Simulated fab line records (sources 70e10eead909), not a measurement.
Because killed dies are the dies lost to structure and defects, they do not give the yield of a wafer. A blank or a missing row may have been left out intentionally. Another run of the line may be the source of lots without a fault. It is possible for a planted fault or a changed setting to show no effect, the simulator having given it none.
A struck lot beside a sound one || flow nandHarc || 15 steps out of a route of 1159
Sound: these wafers, L165.2, L165.3, L165.4. Wafers struck: L160.1, L160.2, L160.5. The cause is given at the end.
Order at every step that has rows: each side's tool, ch and its chambers, its first start. Under that, the readings that differ: sound wafers || struck wafers || difference of the means || sigmas: that difference in standard deviations of wafers without a fault.
alike: readings whose means differ by less than 2 such deviations, and words and numbers that are the same on both sides. not compared: withheld readings, readings that some wafer has no value for, bounds like >300 that may hide the same value, and numbers for which the record gives no deviation and whose values overlap.
A row with sigmas, a row that says differs or no value, or rows on one side alone: a step with any of these is where the two part. Numbers that don't overlap but have no deviation are shown without sigmas and don't part them. A reading that every wafer of one side lacks parts them only if that side has two wafers or more.

first, 2 steps without rows for these wafers: NHARC_P_GATE_PEB_09 (peb time 85 s); NHARC_P_GATE_DEVELOP_10 (time 70 s).
NHARC_P_GATE_CD_MEAS_11: the cd target is 1640 nm.
  sound on cdSem-02 ch 0, day 5 04:03; struck on cdSem-03 ch 0, day 4 04:44
  alike: cdNm
then, 1 step without rows for these wafers: NHARC_P_GATE_HARDBAKE_12 (time 80 s).
NHARC_P_GATE_DESCUM_13: chemistry O2, time 3 s.
  sound on rieDiel-01 ch 0,1,2, day 5 04:12; struck on rieDiel-13 ch 0,1,2, day 4 04:55
  alike: drypumpMotorCurrentA, mfcArSccm, oesProductAu, rfVppV, showerheadPlenumPTorr, throttleValvePct
  not compared: rfHoursCounterH
then, 6 steps without rows for these wafers: NHARC_P_GATE_ETCH_14 (etches SiO2 in dHF, target depth 48.8 nm); NHARC_P_GATE_STRIP_15 (strips in SPM, time 780 s); NHARC_P_GATE_PRECLEAN_71 (cleans in SC1); NHARC_P_GATE_SRD_72; NHARC_P_GATE_OXIDE_16 (material SiO2, target thk 3 nm, ox time 392 s); NHARC_P_GATE_CVD_17 (deposits poly-Si, target thk 150 nm, time 900 s).
NHARC_P_GATE_HM_DEP_102: deposits aC, target thk 120 nm.
  sound on aclDep-02 ch 0, day 5 16:30; struck on aclDep-02 ch 0, day 4 18:56
  alike: throttleValvePct
NHARC_P_GATE_DEP_103: deposits SiON, target thk 30 nm.
  sound on pecvd-04 ch 0,2, day 5 17:05; struck on pecvd-04 ch 0,2, day 4 19:58
  alike: heaterPowerW
then, 1 step without rows for these wafers: NHARC_P_GATE_DEHYDRATE_18 (time 120 s).
-- record jumps: 15 days between struck wafers' starts before vs after; left off in module P_GATE, resumes in module END, first step shown is number 1159 of the route --
NHARC_END_SORT_01:
  here the record holds rows for the struck wafers (prober-01 ch 0, day 20 01:20) but none for the sound ones

## WHERE THEY PART
Only at NHARC_END_SORT_01, as far as this record shows.

WHY: whatever the simulator had introduced
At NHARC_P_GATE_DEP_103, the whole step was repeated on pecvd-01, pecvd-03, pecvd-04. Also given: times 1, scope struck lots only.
